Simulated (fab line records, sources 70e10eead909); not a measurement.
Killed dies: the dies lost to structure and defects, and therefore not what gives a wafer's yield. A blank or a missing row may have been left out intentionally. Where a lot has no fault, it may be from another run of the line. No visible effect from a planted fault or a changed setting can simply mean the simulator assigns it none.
Matching of chambers :: flow nandHarc :: pecvd-03 running NHARC_A_CONTACT_DEP_58: 3 sister chambers
The step deposits SiON, target thk 90 nm. 3 wafers are shown with their chamber, then 10 later ones without.

WAFERS PAIRED WITH THEIR CHAMBERS
wafer: L083.1
chamber: 0
showerheadVppV (V): 1091

wafer: L086.2
chamber: 2
showerheadVppV (V): 1228

wafer: L091.4
chamber: 1
showerheadVppV (V): 1179

WAFERS WITHOUT THEIR CHAMBER
wafer: L091.5
showerheadVppV (V): 1198

wafer: L093.1
showerheadVppV (V): 1090

wafer: L093.2
showerheadVppV (V): 1189

wafer: L093.4
showerheadVppV (V): 1192

wafer: L094.2
showerheadVppV (V): 1087

wafer: L094.4
showerheadVppV (V): 1191

wafer: L094.5
showerheadVppV (V): 1085

wafer: L096.2
showerheadVppV (V): 1178

wafer: L096.3
showerheadVppV (V): 1224

wafer: L096.5
showerheadVppV (V): 1178

CHAMBER TAKEN BY EACH
wafer: L091.5
from the rows above: can't be placed: 1 or 2
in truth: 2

wafer: L093.1
from the rows above: 0
in truth: 0

wafer: L093.2
from the rows above: 1
in truth: 1

wafer: L093.4
from the rows above: 1
in truth: 1

wafer: L094.2
from the rows above: 0
in truth: 0

wafer: L094.4
from the rows above: 1
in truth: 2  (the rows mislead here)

wafer: L094.5
from the rows above: 0
in truth: 0

wafer: L096.2
from the rows above: 1
in truth: 1

wafer: L096.3
from the rows above: 2
in truth: 2

wafer: L096.5
from the rows above: 1
in truth: 1
8 of 10 placed correctly. Can't be placed from these rows: 1 (the true chamber is among the candidates in 1). Placed wrongly: 1.
How it was worked out, from the rows above alone: a wafer's distance from a chamber is the root of the sum, over the readings, of the square of ((its reading less the chamber's mean) divided by the reading's scatter). The wafer belongs to the nearest chamber; if the next one is less than 2 further off, it can't be placed. For every chamber, the mean is computed from those of its wafers that are shown. The scatter: with one shown wafer a chamber, the root of the mean of the squares of how far each hidden wafer lies from its nearest shown one.
